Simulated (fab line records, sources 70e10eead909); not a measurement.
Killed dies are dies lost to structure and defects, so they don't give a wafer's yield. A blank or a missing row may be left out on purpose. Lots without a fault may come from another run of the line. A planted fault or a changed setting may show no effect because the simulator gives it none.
Which tool did it? | flow nand_harc | 14 lots, 42 wafers sampled, at 6 steps of a route of 1302

WHAT THE GAUGES READ, wafer by wafer
NHARC_A_ZERO_WELL_INSPECT_17.
lot  | measured     | on                | raw_defect_count
L678 | day 6 22:32  | defect_inspect-02 | 17 19 15
L679 | day 7 05:18  | defect_inspect-01 | 5 13 6
L680 | day 7 13:08  | defect_inspect-02 | 11 25 16
L682 | day 8 13:44  | defect_inspect-02 | 17 7 11
L685 | day 10 03:15 | defect_inspect-01 | 5 4 3
L686 | day 10 08:23 | defect_inspect-02 | 22 5 15
L687 | day 10 22:46 | defect_inspect-02 | 0 3 21
L691 | day 12 00:41 | defect_inspect-02 | 5 5 6
L693 | day 13 06:29 | defect_inspect-01 | 2 7 4
L696 | day 14 08:40 | defect_inspect-02 | 4 10 7
L697 | day 14 15:14 | defect_inspect-01 | 14 8 13
L698 | day 15 11:57 | defect_inspect-01 | 13 21 17
L699 | day 15 12:36 | defect_inspect-01 | 3 6 6
L700 | day 16 00:35 | defect_inspect-01 | 16 11 14

NHARC_A_ONON_D1_THK_MEAS_30: measures by ellipsometry.
lot  | measured     | on            | thk_nm (nm)
L678 | day 8 12:27  | film_metro-02 | 1000 1000 999
L679 | day 8 12:26  | film_metro-01 | 1005 1003 1002
L680 | day 9 00:32  | film_metro-02 | 1014 1013 1012
L682 | day 10 01:38 | film_metro-02 | 1010 1009 1011
L685 | day 11 13:43 | film_metro-02 | 1580 1581 1582
L686 | day 11 19:52 | film_metro-01 | 1569 1566 1569
L687 | day 12 07:56 | film_metro-01 | 1570 1569 1571
L691 | day 13 10:08 | film_metro-01 | 991 989 991
L693 | day 14 15:58 | film_metro-02 | 994 994 995
L696 | day 15 17:19 | film_metro-02 | 991 992 991
L697 | day 16 00:02 | film_metro-02 | 999 996 997
L698 | day 16 22:17 | film_metro-01 | 994 993 990
L699 | day 16 22:26 | film_metro-01 | 1003 1003 1003
L700 | day 17 11:26 | film_metro-01 | 1011 1011 1011

NHARC_END_SORT_01.
lot  | measured     | on        | killed_at_array | killed_at_other | killed_at_periphery | killed_dies | killed_open | killed_short
L686 | day 28 05:12 | prober-01 | 671 669 671     | 2 5 3           | 4 3 3               | 677 677 677 | 2 4 3       | 2 3 2

WHICH TOOL RAN EACH LOT (tool, then ch and the chambers of the sampled wafers, then the start)
lot  | NHARC_P_BONDPAD_PVD_17                  | NHARC_A_ZERO_WELL_RTA_16         | NHARC_A_ONON_D1_DEP_28
L678 | pvd_sputter-01, day 6 22:22 or earlier  | rtp_anneal-01 ch 0, day 6 22:22  | pecvd_onon-02 ch 0, day 8 12:00
L679 | pvd_sputter-01, day 7 05:08 or earlier  | rtp_anneal-02 ch 0, day 7 05:08  | pecvd_onon-03 ch 0, day 8 11:59
L680 | pvd_sputter-03, day 7 12:56 or earlier  | rtp_anneal-01 ch 0, day 7 12:56  | pecvd_onon-03 ch 0, day 9 00:02
L682 | pvd_sputter-02, day 8 13:34 or earlier  | rtp_anneal-01 ch 0, day 8 13:34  | pecvd_onon-02 ch 0, day 10 01:11
L685 | pvd_sputter-02, day 10 03:08 or earlier | rtp_anneal-02 ch 0, day 10 03:08 | pecvd_onon-02 ch 0, day 11 13:23
L686 | pvd_sputter-01, day 10 08:11 or earlier | rtp_anneal-02 ch 0, day 10 08:11 | pecvd_onon-02 ch 0, day 11 19:21
L687 | pvd_sputter-02, day 10 22:34 or earlier | rtp_anneal-01 ch 0, day 10 22:34 | pecvd_onon-02 ch 0, day 12 07:25
L691 | pvd_sputter-02, day 12 00:29 or earlier | rtp_anneal-01 ch 0, day 12 00:29 | pecvd_onon-04 ch 0, day 13 09:37
L693 | pvd_sputter-01, day 13 06:17 or earlier | rtp_anneal-01 ch 0, day 13 06:17 | pecvd_onon-03 ch 0, day 14 15:27
L696 | pvd_sputter-02, day 14 08:29 or earlier | rtp_anneal-01 ch 0, day 14 08:29 | pecvd_onon-03 ch 0, day 15 16:48
L697 | pvd_sputter-01, day 14 15:02 or earlier | rtp_anneal-02 ch 0, day 14 15:02 | pecvd_onon-02 ch 0, day 15 23:32
L698 | pvd_sputter-01, day 15 11:45 or earlier | rtp_anneal-01 ch 0, day 15 11:45 | pecvd_onon-03 ch 0, day 16 21:47
L699 | pvd_sputter-02, day 15 12:24 or earlier | rtp_anneal-02 ch 0, day 15 12:24 | pecvd_onon-04 ch 0, day 16 21:56
L700 | pvd_sputter-02, day 16 00:23 or earlier | rtp_anneal-01 ch 0, day 16 00:23 | pecvd_onon-02 ch 0, day 17 10:55
- NHARC_P_BONDPAD_PVD_17: deposits TaN, target thk 5 nm, time 8.06 s.
- NHARC_A_ZERO_WELL_RTA_16: time 10 s.
- NHARC_A_ONON_D1_DEP_28: target thk 1000 nm.

WHAT THE TOOLS THEMSELVES READ (means of the sampled wafers that have a number; where no wafer has one, the mark that the record gives instead)
NHARC_P_BONDPAD_PVD_17.
lot  | tool           | throttle_valve_pct (%)
L678 | pvd_sputter-01 | 31.0
L679 | pvd_sputter-01 | 30.9
L680 | pvd_sputter-03 | 30.0
L682 | pvd_sputter-02 | 28.8
L685 | pvd_sputter-02 | 29.8
L686 | pvd_sputter-01 | 32.2
L687 | pvd_sputter-02 | 30.1
L691 | pvd_sputter-02 | 29.4
L693 | pvd_sputter-01 | 31.5
L696 | pvd_sputter-02 | 29.6
L697 | pvd_sputter-01 | 31.3
L698 | pvd_sputter-01 | 31.0
L699 | pvd_sputter-02 | 29.5
L700 | pvd_sputter-02 | 30.1

NHARC_A_ZERO_WELL_RTA_16.
lot  | tool          | lamp_power_pct (%) | lamp_zone_2_pct (%) | lamp_zone_4_pct (%) | lamp_zone_5_pct (%) | wafer_temp_C_max
L678 | rtp_anneal-01 | 32.1               | 32.1                | 32.1                | 32.1                | 1007.6
L679 | rtp_anneal-02 | 26.6               | 26.6                | 26.6                | 26.6                | 1005.2
L680 | rtp_anneal-01 | 32.1               | 32.1                | 32.1                | 32.1                | 1007.8
L682 | rtp_anneal-01 | 32.1               | 32.1                | 32.1                | 32.1                | 1007.4
L685 | rtp_anneal-02 | 26.6               | 26.6                | 26.6                | 26.6                | 1005.0
L686 | rtp_anneal-02 | 26.6               | 26.6                | 26.6                | 26.6                | 1004.0
L687 | rtp_anneal-01 | 32.1               | 32.1                | 32.1                | 32.1                | 1008.1
L691 | rtp_anneal-01 | 32.1               | 32.1                | 32.1                | 32.1                | 1006.7
L693 | rtp_anneal-01 | 32.1               | 32.1                | 32.1                | 32.1                | 1006.7
L696 | rtp_anneal-01 | 32.1               | 32.1                | 32.1                | 32.1                | 1006.2
L697 | rtp_anneal-02 | 26.6               | 26.6                | 26.6                | 26.6                | 1004.1
L698 | rtp_anneal-01 | 32.1               | 32.1                | 32.1                | 32.1                | 1008.4
L699 | rtp_anneal-02 | 26.6               | 26.6                | 26.6                | 26.6                | 1003.9
L700 | rtp_anneal-01 | 32.1               | 32.1                | 32.1                | 32.1                | 1007.0

THE ANSWER, worked out from the rows above alone
Rule: what is usual is taken from the lots themselves. Put in order of their means at a reading, lots are off if they are a third of the lots or fewer, leave a main group of 4 or more, and stand apart from it by a gap of 3 or more times the standard deviation of the main group's means; of several such gaps the widest counts. A main group whose means are all the same, to the digits that the tables above print for the reading, isn't used. A lot without any number at a reading at which 4 lots or more have one is off too. The other lots that the step has rows for count as sound. The gauges are gone through in route order, then the tools' own readings, and for those a lot's mean is taken as printed above. The first step at which some lot is off is used, and at that step the reading that is off furthest; a lot without a number counts as furthest.
Off: L685, L686, L687, at NHARC_A_ONON_D1_THK_MEAS_30 (thk_nm). The main group: mean 1001 nm, standard deviation 7.8.
A tool fits if, at a process step before that reading, it ran every lot that is off, and no sound lot after the first of them. The gauges at NHARC_A_ONON_D1_THK_MEAS_30 are tried like those tools. NHARC_P_BONDPAD_PVD_17 gives no start for some lots, so the hours and the order of its lots are those of NHARC_A_ZERO_WELL_RTA_16. None of those tried fits.

WHAT THE SIMULATOR HAD PUT IN
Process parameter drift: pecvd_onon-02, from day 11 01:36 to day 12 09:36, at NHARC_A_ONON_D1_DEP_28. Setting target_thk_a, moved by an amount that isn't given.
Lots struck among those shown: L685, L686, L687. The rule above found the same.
